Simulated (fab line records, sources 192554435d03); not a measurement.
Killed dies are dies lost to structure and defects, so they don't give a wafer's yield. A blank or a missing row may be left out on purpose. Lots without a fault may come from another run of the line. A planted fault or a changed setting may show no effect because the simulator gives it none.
Chamber matching | flow n5_finfet | N5_MOL_CONTACT_COAG_DESCUM_13 on rie_diel-02: 4 sister chambers
The step chemistry O2, time 7 s. 16 wafers are shown with their chamber, then 8 later ones without.

WAFERS WITH THEIR CHAMBER
wafer  | chamber | showerhead_plenum_p_Torr (Torr) | oes_product_au (a.u.) | throttle_valve_pct (%)
L074.2 | 1       | 2.06                            | 0.96                  | 20.27
L074.3 | 0       | 2.18                            | 0.75                  | 20.37
L074.5 | 2       | 1.98                            | 0.71                  | 20.68
L077.2 | 2       | 1.98                            | 0.71                  | 20.72
L077.4 | 1       | 2.06                            | 0.94                  | 20.29
L077.6 | 1       | 2.06                            | 0.94                  | 20.29
L080.3 | 0       | 2.17                            | 0.74                  | 20.40
L080.5 | 0       | 2.17                            | 0.74                  | 20.38
L080.6 | 1       | 2.06                            | 0.93                  | 20.30
L083.1 | 2       | 1.97                            | 0.70                  | 20.73
L083.3 | 3       | 2.20                            | 0.84                  | 20.54
L083.5 | 0       | 2.17                            | 0.73                  | 20.40
L088.2 | 0       | 2.17                            | 0.73                  | 20.39
L088.3 | 1       | 2.05                            | 0.90                  | 20.35
L088.5 | 2       | 1.97                            | 0.70                  | 20.73
L091.2 | 0       | 2.16                            | 0.73                  | 20.42

SIGNATURES (means of the wafers above)
reading                  | chamber 0 | chamber 1 | chamber 2 | chamber 3 | scatter within a chamber
showerhead_plenum_p_Torr | 2.1700    | 2.0580    | 1.9750    | 2.2000    | 0.00563
oes_product_au           | 0.7367    | 0.9340    | 0.7050    | 0.8400    | 0.014
throttle_valve_pct       | 20.3933   | 20.3000   | 20.7150   | 20.5400   | 0.0239
Rule: a wafer's distance from a chamber is the root of the sum, over the readings, of the square of ((its reading less the chamber's mean) divided by the reading's scatter). The wafer belongs to the nearest chamber; if the next one is less than 2 further off, it can't be placed. The scatter: the root of (the sum of the squares of (reading less its chamber's mean) over the shown wafers, divided by (wafers less chambers)).

WAFERS WITHOUT THEIR CHAMBER
wafer  | showerhead_plenum_p_Torr (Torr) | oes_product_au (a.u.) | throttle_valve_pct (%)
L091.5 | 2.05                            | 0.88                  | 20.33
L091.6 | 2.16                            | 0.72                  | 20.41
L092.1 | 2.16                            | 0.71                  | 20.42
L092.5 | 2.05                            | 0.89                  | 20.32
L092.6 | 2.16                            | 0.72                  | 20.42
L096.1 | 2.16                            | 0.71                  | 20.44
L096.3 | 2.23                            | 0.93                  | 20.36
L096.4 | 2.04                            | 0.87                  | 20.37

WHICH CHAMBER EACH WENT THROUGH
wafer  | from the rows above | in truth
L091.5 | 1                   | 1
L091.6 | 0                   | 0
L092.1 | 0                   | 0
L092.5 | 1                   | 1
L092.6 | 0                   | 0
L096.1 | 0                   | 0
L096.3 | 3                   | 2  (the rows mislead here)
L096.4 | 1                   | 1
Placed correctly: 7 of 8. Can't be placed from these rows: 0. Placed wrongly: 1.
